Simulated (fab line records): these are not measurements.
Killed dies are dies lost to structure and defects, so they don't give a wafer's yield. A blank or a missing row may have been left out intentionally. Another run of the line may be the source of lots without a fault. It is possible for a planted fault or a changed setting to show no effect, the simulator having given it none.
fab line records / flow n5Finfet
record lots=4 wafers=10 lastDay=17
route steps=1938 shown BEOL_M0_SAQP@686 BEOL_M0_CUTY@701 BEOL_M0@715 BEOL_M4@1111 PASSIVATION@1936
lots that met no fault: taken from a fault-free run of the same line
startH: hours from the record's opening day to when the first of the lot's shown wafers began / waitH: time in hours since the lot's previous step / " as in the row above / L1.1+2: a row that stands for several wafers / - value missing, or start not given / * or withheld: withheld / < > ~ a bound
route shown NAME@n: a module of which the file shows steps, and the number in the route of the first / usual: mean/standard deviation taken from wafers without a fault / same: alike in all rows / chamber/n: place in a boat / sites: the reading at each site / _std_site: the values' standard deviation / _edge_site: mean of outer sites minus mean of inner sites / radiusMm: how far each site lies from the wafer's centre / mask NAME#n: copy n / behind: the tool/chamber that last shaped the wafer / hold: reason for holding the lot/hours on hold/outcome of the hold / device: the transistor (n, p or np) that didn't switch / end of line: tests run on the same wafers once the route is complete / a step with no rows: only its recipe / killed: not the wafer's yield, but the dies lost to structure and defects at the first sort / map: a wafer's dies, x killed, . not, _ none there
set.NAME: the run value of the setting; set.NAME@STEP: its run value at that earlier step / model.NAME: the simulator's own value behind a step, which no gauge read
a table for each step, a row for each wafer; lots at some steps of the route
services: from which hour (startH, from the record's first day; less than 0 if before it) a tool's chamber was out of use, for how many hours, and why
## steps
# step N5_BEOL_M0_SAQP_EXPOSE_37
# recipe maskId=M0_CUT1 na=0.33 sourceShape=annular sigmaInner=0.35 sigmaOuter=0.8 polarization=unpolarized targetCdNm=30 doseMj=44.75
# step N5_BEOL_M0_SAQP_PEB_38
# recipe pebTempC=100 pebTimeS=60 resist=CAR-EUV
# step N5_BEOL_M0_SAQP_DEVELOP_39
# recipe developTimeS=30 developer=TMAH resist=CAR-EUV rinseLiquid=surfactantRinse dry=airSpin devTempC=23
# step N5_BEOL_M0_SAQP_DESCUM_45
# recipe chemistry=O2 timeS=7 sourcePowerW=50 biasPowerW=20 pressureMtorr=20 rfFrequencyHz=2.712e+07 tempC=40 resist=CAR-EUV o2FlowSccm=225
# step N5_BEOL_M0_SAQP_ETCH_88
# recipe chemistry=N2/H2 target=underlayer targetDepthA=65 timeS=5.2 ionEnergyEv=200 maskMaterial=CAR-EUV pressureMtorr=30 sourceW=840 biasW=150 n2FlowSccm=200 h2FlowSccm=200 ends=cleared
# step N5_BEOL_M0_SAQP_ETCH_73
# recipe chemistry=CF4 target=SiARC targetDepthA=195 maskMaterial=CAR-EUV timeS=32.5 ionEnergyEv=80 pressureMtorr=40 sourceW=545 biasW=36 Ar_flow_sccm=100 cf4FlowSccm=100 ends=cleared
# step N5_BEOL_M0_SAQP_CUT_ETCH_46
# recipe chemistry=N2/H2 target=SOC targetDepthA=1350 overetchA=270 tempC=40 timeS=202.5 ionEnergyEv=200 maskMaterial=SiARC pressureMtorr=30 sourceW=840 biasW=150 n2FlowSccm=200 h2FlowSccm=200
# step N5_BEOL_M0_SAQP_STRIP_74
# recipe chemistry=N2/H2 tempC=40 n2FlowSccm=200 h2FlowSccm=200 rfFrequencyHz=6e+07
# step N5_BEOL_M0_SAQP_STRIP_89
# recipe chemistry=N2/H2 tempC=40 n2FlowSccm=200 h2FlowSccm=200 rfFrequencyHz=6e+07
# step N5_BEOL_M0_SAQP_ALD_48
# recipe material=SiO2 targetThkA=200 tempC=100 aldPrecursorFamily=BDEAS aldCoReactant=O2-plasma pulseTimeS=1 coReactantPulseTimeS=1 purgeTimeS=2 coReactantPurgeTimeS=2 aldCycles=139 pressureTorr=2
# usual aldCycles=139/0 heaterPowerW=79/7.4 precursorPulseHeightRel=0.996/0.022
lot.wafer=L481.3 tool=aldSin-04 chamber=1 startH=198.73 waitH=0.0 aldCycles=139 heaterPowerW=78 precursorPulseHeightRel=0.987 model.SiO2_of_BEOL_M0_SAQP_ALD_48.thkNm=20
lot.wafer=L481.4 tool=aldSin-04 chamber=3 startH=198.73 waitH=0.0 aldCycles=139 heaterPowerW=81 precursorPulseHeightRel=1.021 model.SiO2_of_BEOL_M0_SAQP_ALD_48.thkNm=20
lot.wafer=L481.6 tool=aldSin-04 chamber=2 startH=198.73 waitH=0.0 aldCycles=139 heaterPowerW=66 precursorPulseHeightRel=0.985 model.SiO2_of_BEOL_M0_SAQP_ALD_48.thkNm=20
lot.wafer=L482.3 tool=aldSin-04 chamber=1 startH=211.65 waitH=0.0 aldCycles=89 heaterPowerW=78 precursorPulseHeightRel=1.003 model.SiO2_of_BEOL_M0_SAQP_ALD_48.thkNm=12.8
lot.wafer=L482.4 tool=aldSin-04 chamber=3 startH=211.65 waitH=0.0 aldCycles=139 heaterPowerW=81 precursorPulseHeightRel=0.999 model.SiO2_of_BEOL_M0_SAQP_ALD_48.thkNm=20
lot.wafer=L483.4 tool=aldSin-02 chamber=3 startH=219.03 waitH=0.5 aldCycles=139 heaterPowerW=83 precursorPulseHeightRel=0.959 model.SiO2_of_BEOL_M0_SAQP_ALD_48.thkNm=19.8
lot.wafer=L483.5 tool=aldSin-02 chamber=0 startH=219.03 waitH=0.5 aldCycles=139 heaterPowerW=83 precursorPulseHeightRel=0.985 model.SiO2_of_BEOL_M0_SAQP_ALD_48.thkNm=19.8
lot.wafer=L483.6 tool=aldSin-02 chamber=2 startH=219.03 waitH=0.5 aldCycles=139 heaterPowerW=81 precursorPulseHeightRel=1.000 model.SiO2_of_BEOL_M0_SAQP_ALD_48.thkNm=20
lot.wafer=L486.1 tool=aldSin-04 chamber=2 startH=236.94 waitH=0.0 aldCycles=89 heaterPowerW=63 precursorPulseHeightRel=1.010 model.SiO2_of_BEOL_M0_SAQP_ALD_48.thkNm=12.6
lot.wafer=L486.6 tool=aldSin-04 chamber=3 startH=236.94 waitH=0.0 aldCycles=139 heaterPowerW=84 precursorPulseHeightRel=0.986 model.SiO2_of_BEOL_M0_SAQP_ALD_48.thkNm=20
# step N5_BEOL_M0_SAQP_ETCH_49
# recipe chemistry=CF4/O2 targetDepthA=370 target=SiO2 pressureMtorr=40 sourceW=535 biasW=49 Ar_flow_sccm=100 cf4FlowSccm=100 O2_flow_sccm=10 ionEnergyEv=100
# step N5_BEOL_M0_SAQP_STRIP_75
# recipe chemistry=CF4 resist=SiARC powerW=300 biasPowerW=75 pressureMtorr=50 cf4FlowSccm=150 rfFrequencyHz=6e+07
# step N5_BEOL_M0_CUTY_COAT_50
# recipe resist=SiARC tempC=220 timeS=60 spinRpm=1500 resistThkNm=15
# step N5_BEOL_M0_CUTY_COAT_51
# recipe resist=CAR-ArF-block spinRpm=1500 resistThkNm=150
# step N5_BEOL_M0_CUTY_EBR_52
# recipe solvent=PGMEA ebrWidthMm=1.5
# step N5_BEOL_M0_CUTY_SOFTBAKE_53
# recipe tempC=110 timeS=60 resist=CAR-ArF-block
# step N5_BEOL_M0_CUTY_EXPOSE_54
# recipe maskId=M0_ABLK na=1.35 sourceShape=conventional sigmaOuter=0.8 polarization=unpolarized doseMj=36
# step N5_BEOL_M0_CUTY_PEB_55
# recipe pebTempC=110 pebTimeS=60 resist=CAR-ArF-block
# step N5_BEOL_M0_CUTY_DEVELOP_56
# recipe developTimeS=30 developer=TMAH resist=CAR-ArF-block rinseLiquid=diw dry=airSpin devTempC=23
# step N5_BEOL_M0_CUTY_DESCUM_61
# recipe chemistry=O2 timeS=7.9 sourcePowerW=50 biasPowerW=20 pressureMtorr=20 rfFrequencyHz=2.712e+07 tempC=40 resist=CAR-ArF-block o2FlowSccm=225
# step N5_BEOL_M0_CUTY_ETCH_62
# recipe chemistry=CF4 target=SiARC maskMaterial=CAR-ArF-block timeS=58.5 ionEnergyEv=80 pressureMtorr=40 sourceW=545 biasW=36 Ar_flow_sccm=100 cf4FlowSccm=100 ends=cleared
# step N5_BEOL_M0_CUTY_ETCH_63
# recipe chemistry=N2/H2 target=SOC targetDepthA=827 overetchA=165 maskMaterial=SiARC tempC=40 ionEnergyEv=200 timeS=124 pressureMtorr=30 sourceW=840 biasW=150 n2FlowSccm=200 h2FlowSccm=200
# step N5_BEOL_M0_CUTY_STRIP_64
# recipe chemistry=N2/H2 tempC=40 n2FlowSccm=200 h2FlowSccm=200 rfFrequencyHz=6e+07
# step N5_BEOL_M0_ETCH_138
# recipe chemistry=CH3F/O2 targetDepthA=120 target=SiCN timeS=31.6 ionEnergyEv=120 pressureMtorr=30 sourceW=395 biasW=75 Ar_flow_sccm=150 CH3F_flow_sccm=30 O2_flow_sccm=20 ends=cleared
# step N5_BEOL_M0_HM_OPEN_105
# recipe chemistry=Cl2/BCl3 targetDepthA=120 target=TiN ionEnergyEv=150 pressureMtorr=10 icpW=1000 biasW=126 Cl2_flow_sccm=53.25 bcl3FlowSccm=21.75 Ar_flow_sccm=25
# step N5_BEOL_M0_STRIP_140
# recipe chemistry=CF4 resist=SiARC powerW=300 biasPowerW=75 pressureMtorr=50 cf4FlowSccm=150 rfFrequencyHz=6e+07
# usual drypumpMotorCurrentA=5.9/0.46 oesProductAu=0.78/0.067 rfVppV=272.2/1.9 showerheadPlenumPTorr=1.84/0.042 throttleValvePct=13.52/0.2
lot.wafer=L481.3 tool=rieDiel-06 chamber=2 startH=200.28 waitH=0.1 drypumpMotorCurrentA=5.9 oesProductAu=0.94 rfHoursCounterH=8 rfVppV=271.8 showerheadPlenumPTorr=1.79 throttleValvePct=13.33 model.SiO2_of_BEOL_M0_SAQP_ALD_48.thkNm=11.6
lot.wafer=L481.4 tool=rieDiel-06 chamber=3 startH=200.28 waitH=0.1 drypumpMotorCurrentA=5.0 oesProductAu=0.74 rfHoursCounterH=181 rfVppV=273.8 showerheadPlenumPTorr=1.83 throttleValvePct=13.45 model.SiO2_of_BEOL_M0_SAQP_ALD_48.thkNm=11.6
lot.wafer=L481.6 tool=rieDiel-06 chamber=0 startH=200.28 waitH=0.1 drypumpMotorCurrentA=6.3 oesProductAu=0.72 rfHoursCounterH=- rfVppV=272.9 showerheadPlenumPTorr=1.83 throttleValvePct=13.77 model.SiO2_of_BEOL_M0_SAQP_ALD_48.thkNm=11.8
lot.wafer=L482.3 tool=rieDiel-04 chamber=0 startH=214.77 waitH=0.1 drypumpMotorCurrentA=5.0 oesProductAu=0.85 rfHoursCounterH=60 rfVppV=269.1 showerheadPlenumPTorr=1.74 throttleValvePct=13.64 model.SiO2_of_BEOL_M0_SAQP_ALD_48.thkNm=7.4
lot.wafer=L482.4 tool=rieDiel-04 chamber=2 startH=214.77 waitH=0.1 drypumpMotorCurrentA=6.3 oesProductAu=0.78 rfHoursCounterH=102 rfVppV=274.3 showerheadPlenumPTorr=1.87 throttleValvePct=13.57 model.SiO2_of_BEOL_M0_SAQP_ALD_48.thkNm=10.2
lot.wafer=L483.4 tool=rieDiel-05 chamber=3 startH=220.42 waitH=0.2 drypumpMotorCurrentA=5.8 oesProductAu=0.70 rfHoursCounterH=231 rfVppV=270.1 showerheadPlenumPTorr=1.84 throttleValvePct=13.45 model.SiO2_of_BEOL_M0_SAQP_ALD_48.thkNm=11.6
lot.wafer=L483.5 tool=rieDiel-05 chamber=0 startH=220.42 waitH=0.2 drypumpMotorCurrentA=6.2 oesProductAu=0.85 rfHoursCounterH=- rfVppV=273.0 showerheadPlenumPTorr=1.89 throttleValvePct=13.24 model.SiO2_of_BEOL_M0_SAQP_ALD_48.thkNm=11.4
lot.wafer=L483.6 tool=rieDiel-05 chamber=1 startH=220.42 waitH=0.2 drypumpMotorCurrentA=5.8 oesProductAu=0.73 rfHoursCounterH=- rfVppV=272.0 showerheadPlenumPTorr=1.85 throttleValvePct=13.92 model.SiO2_of_BEOL_M0_SAQP_ALD_48.thkNm=11.4
lot.wafer=L486.1 tool=rieDiel-06 chamber=2 startH=241.15 waitH=0.4 drypumpMotorCurrentA=5.9 oesProductAu=0.90 rfHoursCounterH=20 rfVppV=272.2 showerheadPlenumPTorr=1.79 throttleValvePct=13.35 model.SiO2_of_BEOL_M0_SAQP_ALD_48.thkNm=7.4
lot.wafer=L486.6 tool=rieDiel-06 chamber=2 startH=241.15 waitH=0.4 drypumpMotorCurrentA=5.9 oesProductAu=0.90 rfHoursCounterH=- rfVppV=270.9 showerheadPlenumPTorr=1.79 throttleValvePct=13.34 model.SiO2_of_BEOL_M0_SAQP_ALD_48.thkNm=11.4
# step N5_BEOL_M0_STRIP_104
# recipe chemistry=N2/H2 powerW=450 tempC=40 pressureMtorr=20 rfFrequencyHz=6e+07 overashFraction=0.3 biasPowerW=7 h2Frac=0.5 n2FlowSccm=200 h2FlowSccm=200
# step N5_BEOL_M4_RC_MEAS_101
# usual DIBL_N=35.3/2.5 DIBL_P=35/3.3 IOFF_N=0.15/0.049 IOFF_P=0.20/0.056 ION_N=673/16 ION_P=462/10 SS_N=71.2/0.85 SS_P=73.0/0.97 VT_N=252/4.9 VT_P=-251/5
lot.wafer=L481.3 tool=prober-01 chamber=0 startH=245.41 waitH=0.3 DIBL_N[mV/V]=32.9 DIBL_P[mV/V]=31 IOFF_N[nA/um]=0.11 IOFF_P[nA/um]=0.18 ION_N[uA/um]=665 ION_P[uA/um]=466 SS_N[mV/dec]=70.6 SS_P[mV/dec]=71.7 VT_N[mV]=256 VT_P[mV]=-247
lot.wafer=L481.4 tool=prober-01 chamber=0 startH=245.41 waitH=0.3 DIBL_N[mV/V]=35.1 DIBL_P[mV/V]=35 IOFF_N[nA/um]=0.14 IOFF_P[nA/um]=0.25 ION_N[uA/um]=693 ION_P[uA/um]=486 SS_N[mV/dec]=71.6 SS_P[mV/dec]=72.4 VT_N[mV]=248 VT_P[mV]=-243
lot.wafer=L481.6 tool=prober-01 chamber=0 startH=245.41 waitH=0.3 DIBL_N[mV/V]=32.9 DIBL_P[mV/V]=33 IOFF_N[nA/um]=0.12 IOFF_P[nA/um]=0.21 ION_N[uA/um]=689 ION_P[uA/um]=485 SS_N[mV/dec]=71.3 SS_P[mV/dec]=72.2 VT_N[mV]=251 VT_P[mV]=-243
lot.wafer=L482.3 tool=prober-01 chamber=0 startH=268.24 waitH=0.3 DIBL_N[mV/V]=38.2 DIBL_P[mV/V]=38 IOFF_N[nA/um]=0.19 IOFF_P[nA/um]=0.27 ION_N[uA/um]=704 ION_P[uA/um]=487 SS_N[mV/dec]=72.0 SS_P[mV/dec]=74.3 VT_N[mV]=245 VT_P[mV]=-243
lot.wafer=L482.4 tool=prober-01 chamber=0 startH=268.24 waitH=0.3 DIBL_N[mV/V]=35.8 DIBL_P[mV/V]=37 IOFF_N[nA/um]=0.15 IOFF_P[nA/um]=0.27 ION_N[uA/um]=676 ION_P[uA/um]=478 SS_N[mV/dec]=71.1 SS_P[mV/dec]=73.7 VT_N[mV]=251 VT_P[mV]=-243
lot.wafer=L483.4 tool=prober-02 chamber=0 startH=273.86 waitH=0.5 DIBL_N[mV/V]=37.1 DIBL_P[mV/V]=37 IOFF_N[nA/um]=0.19 IOFF_P[nA/um]=0.25 ION_N[uA/um]=704 ION_P[uA/um]=472 SS_N[mV/dec]=71.4 SS_P[mV/dec]=73.5 VT_N[mV]=244 VT_P[mV]=-248
lot.wafer=L483.5 tool=prober-02 chamber=0 startH=273.86 waitH=0.5 DIBL_N[mV/V]=37.2 DIBL_P[mV/V]=37 IOFF_N[nA/um]=0.18 IOFF_P[nA/um]=0.24 ION_N[uA/um]=686 ION_P[uA/um]=464 SS_N[mV/dec]=71.6 SS_P[mV/dec]=74.3 VT_N[mV]=246 VT_P[mV]=-249
lot.wafer=L483.6 tool=prober-02 chamber=0 startH=273.86 waitH=0.5 DIBL_N[mV/V]=33.3 DIBL_P[mV/V]=33 IOFF_N[nA/um]=0.11 IOFF_P[nA/um]=0.20 ION_N[uA/um]=670 ION_P[uA/um]=463 SS_N[mV/dec]=70.8 SS_P[mV/dec]=72.5 VT_N[mV]=254 VT_P[mV]=-249
lot.wafer=L486.1 tool=prober-01 chamber=0 startH=296.93 waitH=0.0 DIBL_N[mV/V]=35.4 DIBL_P[mV/V]=34 IOFF_N[nA/um]=0.13 IOFF_P[nA/um]=0.18 ION_N[uA/um]=655 ION_P[uA/um]=457 SS_N[mV/dec]=70.7 SS_P[mV/dec]=72.7 VT_N[mV]=253 VT_P[mV]=-250
lot.wafer=L486.6 tool=prober-01 chamber=0 startH=296.93 waitH=0.0 DIBL_N[mV/V]=33.8 DIBL_P[mV/V]=33 IOFF_N[nA/um]=0.12 IOFF_P[nA/um]=0.17 ION_N[uA/um]=659 ION_P[uA/um]=456 SS_N[mV/dec]=70.6 SS_P[mV/dec]=73.9 VT_N[mV]=253 VT_P[mV]=-251
# step N5_PASSIVATION_PROBE_49
# usual defectLimitedYield=91.3/1.4 killed_at_M0_to_M3=33/9.9 killed_at_M4_up=15/5.6 killedAtContacts=13/5.7 killedAtFrontEnd=38/12 killedAtOther=4/3.1 killedDies=103/17 killedOpen=66/13 killedShort=32/7.8 sort_bin_5_function=5.1/0.95 sort_bin_6_memory=3.2/0.68 sortNPass=1077/17 sortYieldPct=91.3/1.5
# same grossDies=1180 killedAtBackSide=0 sort_bin_4_leakage[%]=0 sort_bin_8_speed[%]=0
lot.wafer=L481.3 tool=prober-01 chamber=- startH=350.44 waitH=0.1 defectLimitedYield[%]=92.4 killed_at_M0_to_M3=36 killed_at_M4_up=9 killedAtContacts=25 killedAtFrontEnd=20 killedAtOther=0 killedDies=90 killedOpen=60 killedShort=26 sort_bin_5_function[%]=4.9 sort_bin_6_memory[%]=2.5 sortNPass=1090 sortYieldPct[%]=92.4
lot.wafer=L481.4 tool=prober-01 chamber=- startH=350.49 waitH=0.2 defectLimitedYield[%]=92.2 killed_at_M0_to_M3=48 killed_at_M4_up=10 killedAtContacts=13 killedAtFrontEnd=21 killedAtOther=0 killedDies=92 killedOpen=61 killedShort=28 sort_bin_5_function[%]=5.1 sort_bin_6_memory[%]=2.4 sortNPass=1088 sortYieldPct[%]=92.2
lot.wafer=L481.6 tool=prober-01 chamber=- startH=350.59 waitH=0.3 defectLimitedYield[%]=91.4 killed_at_M0_to_M3=36 killed_at_M4_up=10 killedAtContacts=25 killedAtFrontEnd=21 killedAtOther=9 killedDies=101 killedOpen=60 killedShort=38 sort_bin_5_function[%]=4.7 sort_bin_6_memory[%]=3.3 sortNPass=1079 sortYieldPct[%]=91.4
lot.wafer=L482.3 tool=prober-01 chamber=- startH=371.65 waitH=0.1 defectLimitedYield[%]=93.1 killed_at_M0_to_M3=27 killed_at_M4_up=12 killedAtContacts=7 killedAtFrontEnd=31 killedAtOther=4 killedDies=81 killedOpen=53 killedShort=27 sort_bin_5_function[%]=3.8 sort_bin_6_memory[%]=2.8 sortNPass=1099 sortYieldPct[%]=93.1
lot.wafer=L482.4 tool=prober-01 chamber=- startH=371.70 waitH=0.2 defectLimitedYield[%]=93.1 killed_at_M0_to_M3=27 killed_at_M4_up=12 killedAtContacts=4 killedAtFrontEnd=38 killedAtOther=0 killedDies=81 killedOpen=56 killedShort=21 sort_bin_5_function[%]=4.0 sort_bin_6_memory[%]=2.5 sortNPass=1099 sortYieldPct[%]=93.1
lot.wafer=L483.4 tool=prober-01 chamber=- startH=379.96 waitH=0.2 defectLimitedYield[%]=92.3 killed_at_M0_to_M3=21 killed_at_M4_up=14 killedAtContacts=16 killedAtFrontEnd=32 killedAtOther=8 killedDies=91 killedOpen=70 killedShort=19 sort_bin_5_function[%]=4.9 sort_bin_6_memory[%]=2.6 sortNPass=1089 sortYieldPct[%]=92.3
lot.wafer=L483.5 tool=prober-01 chamber=- startH=380.01 waitH=0.2 defectLimitedYield[%]=91.4 killed_at_M0_to_M3=48 killed_at_M4_up=20 killedAtContacts=6 killedAtFrontEnd=26 killedAtOther=1 killedDies=101 killedOpen=63 killedShort=34 sort_bin_5_function[%]=4.7 sort_bin_6_memory[%]=3.6 sortNPass=1079 sortYieldPct[%]=91.4
lot.wafer=L483.6 tool=prober-01 chamber=- startH=380.06 waitH=0.3 defectLimitedYield[%]=89.4 killed_at_M0_to_M3=55 killed_at_M4_up=18 killedAtContacts=8 killedAtFrontEnd=43 killedAtOther=1 killedDies=125 killedOpen=81 killedShort=43 sort_bin_5_function[%]=5.4 sort_bin_6_memory[%]=4.5 sortNPass=1055 sortYieldPct[%]=89.4
lot.wafer=L486.1 tool=prober-01 chamber=- startH=408.14 waitH=0.0 defectLimitedYield[%]=90.2 killed_at_M0_to_M3=32 killed_at_M4_up=22 killedAtContacts=10 killedAtFrontEnd=52 killedAtOther=0 killedDies=116 killedOpen=73 killedShort=38 sort_bin_5_function[%]=5.3 sort_bin_6_memory[%]=4.1 sortNPass=1064 sortYieldPct[%]=90.2
lot.wafer=L486.6 tool=prober-01 chamber=- startH=408.39 waitH=0.3 defectLimitedYield[%]=92.4 killed_at_M0_to_M3=33 killed_at_M4_up=10 killedAtContacts=5 killedAtFrontEnd=42 killedAtOther=0 killedDies=90 killedOpen=58 killedShort=28 sort_bin_5_function[%]=4.6 sort_bin_6_memory[%]=2.7 sortNPass=1090 sortYieldPct[%]=92.4
# killed by level:class
L481.3 MOL_CONTACT_COAG:geometricParticle:open=21 BEOL_M0_SAQP:geometricParticle:open=9 BEOL_M2:geometricParticle:open=7 BEOL_M0_SAQP:geometricParticle:short=5 BEOL_M1:geometricParticle:short=5 FIN_SAQP:geometricParticle:short=4 DUMMY_GATE:geometricParticle:open=4 FIN_SAQP:geometricParticle:open=3
L481.4 MOL_CONTACT_COAG:geometricParticle:open=12 BEOL_M3:geometricParticle:open=10 BEOL_M0_SAQP:geometricParticle:short=9 BEOL_M0_SAQP:geometricParticle:open=8 BEOL_M2:geometricParticle:open=6 BEOL_M1:geometricParticle:short=5 FIN_SAQP:geometricParticle:open=4 STI_FIN_REVEAL:geometricParticle:open=4
L481.6 MOL_CONTACT_COAG:geometricParticle:open=19 BEOL_M0_SAQP:geometricParticle:short=11 BEOL_M2:geometricParticle:open=7 FIN_SAQP:geometricParticle:short=6 BEOL_M3:geometricParticle:open=6 BEOL_M0_SAQP:geometricParticle:open=5 PAD_METAL:geometricParticle:short=5 FIN_SAQP:geometricParticle:open=4
L482.3 FIN_SAQP:geometricParticle:open=7 MOL_CONTACT_COAG:geometricParticle:open=7 BEOL_M0_SAQP:geometricParticle:open=7 BEOL_M1:geometricParticle:open=5 DUMMY_GATE:geometricParticle:open=4 GATE_CUT:geometricParticle:short=4 BEOL_M0_SAQP:geometricParticle:short=4 GATE_CUT:geometricParticle:open=3
L482.4 FIN_SAQP:geometricParticle:open=10 BEOL_M1:geometricParticle:open=10 FIN_SAQP:geometricParticle:short=6 BEOL_M0_SAQP:geometricParticle:open=5 BEOL_M4:geometricParticle:open=5 BEOL_M0_SAQP:geometricParticle:short=4 BEOL_M3:geometricParticle:open=4 STI_FIN_REVEAL:geometricParticle:open=3
L483.4 MOL_CONTACT_COAG:geometricParticle:open=12 DUMMY_GATE:geometricParticle:open=10 STI_FIN_REVEAL:geometricParticle:open=7 BEOL_M2:geometricParticle:open=7 BEOL_M3:geometricParticle:open=6 BEOL_M5:geometricParticle:open=6 BEOL_M4:geometricParticle:open=5 MOL_CONTACT_COAG:geometricParticle:short=4
L483.5 BEOL_M2:geometricParticle:open=12 STI_FIN_REVEAL:geometricParticle:open=11 BEOL_M4:geometricParticle:open=10 BEOL_M0_SAQP:geometricParticle:short=9 BEOL_M0:geometricParticle:open=7 BEOL_M1:geometricParticle:open=6 MOL_CONTACT_COAG:geometricParticle:open=5 BEOL_M2:geometricParticle:short=5
L483.6 BEOL_M2:geometricParticle:open=17 BEOL_M0_SAQP:geometricParticle:short=15 STI_FIN_REVEAL:geometricParticle:open=12 BEOL_M0_SAQP:geometricParticle:open=9 FIN_SAQP:geometricParticle:open=8 DUMMY_GATE:geometricParticle:open=7 MOL_CONTACT_COAG:geometricParticle:open=5 BEOL_M4:geometricParticle:open=5
L486.1 FIN_SAQP:geometricParticle:short=16 FIN_SAQP:geometricParticle:open=9 MOL_CONTACT_COAG:geometricParticle:open=8 BEOL_M0_SAQP:geometricParticle:open=8 BEOL_M0_SAQP:geometricParticle:short=7 STI_FIN_REVEAL:geometricParticle:open=6 BEOL_M3:geometricParticle:open=6 BEOL_M5:geometricParticle:open=6
L486.6 FIN_SAQP:geometricParticle:open=12 BEOL_M1:geometricParticle:open=10 BEOL_M0_SAQP:geometricParticle:short=8 FIN_SAQP:geometricParticle:short=6 BEOL_M0_SAQP:geometricParticle:open=6 DUMMY_GATE:geometricParticle:open=5 STI_FIN_REVEAL:geometricParticle:open=4 MOL_CONTACT_COAG:geometricParticle:open=4
## services
tool=rieDiel-06 chamber=- startH=176.36 hours=0.6 kind=repair
tool=aldSin-04 chamber=- startH=188.60 hours=1.9 kind=repair
tool=aldSin-04 chamber=2 startH=200.11 hours=3.1 kind=repair
tool=aldSin-02 chamber=1 startH=211.30 hours=8.4 kind=repair
tool=aldSin-02 chamber=2 startH=231.02 hours=9.1 kind=repair
tool=rieDiel-04 chamber=1 startH=235.11 hours=- kind=clean
tool=rieDiel-04 chamber=1 startH=235.11 hours=- kind=consumableReplace:focusRing
tool=rieDiel-04 chamber=1 startH=235.11 hours=19.4 kind=scheduledDown
tool=rieDiel-04 chamber=1 startH=235.11 hours=19.4 kind=ventCycle
## key
firstSign step=N5_BEOL_M0_SAQP_ALD_48 reading=aldCycles direction=down sigmas=99+ usual=* struck=*
effect none on later readings
modelEffect step=N5_BEOL_M0_SAQP_ALD_48 value=SiO2_of_BEOL_M0_SAQP_ALD_48.thkNm without=19.9 struck=12.7
modelEffect step=N5_BEOL_M0_STRIP_140 value=SiO2_of_BEOL_M0_SAQP_ALD_48.thkNm without=11.5 struck=7.4
metAt N5_BEOL_M0_SAQP_ALD_48
struckWafers L482.3,L486.1
onsetBetween 198.73 211.65
fault kind=processParameterDrift tool=aldSin-04 chamber=- onsetH=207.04 steps=N5_BEOL_M0_SAQP_ALD_48 channel=aldCycles offset=* shape=step endH=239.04 scope=struckWafersOnly actsIn=* stated=*
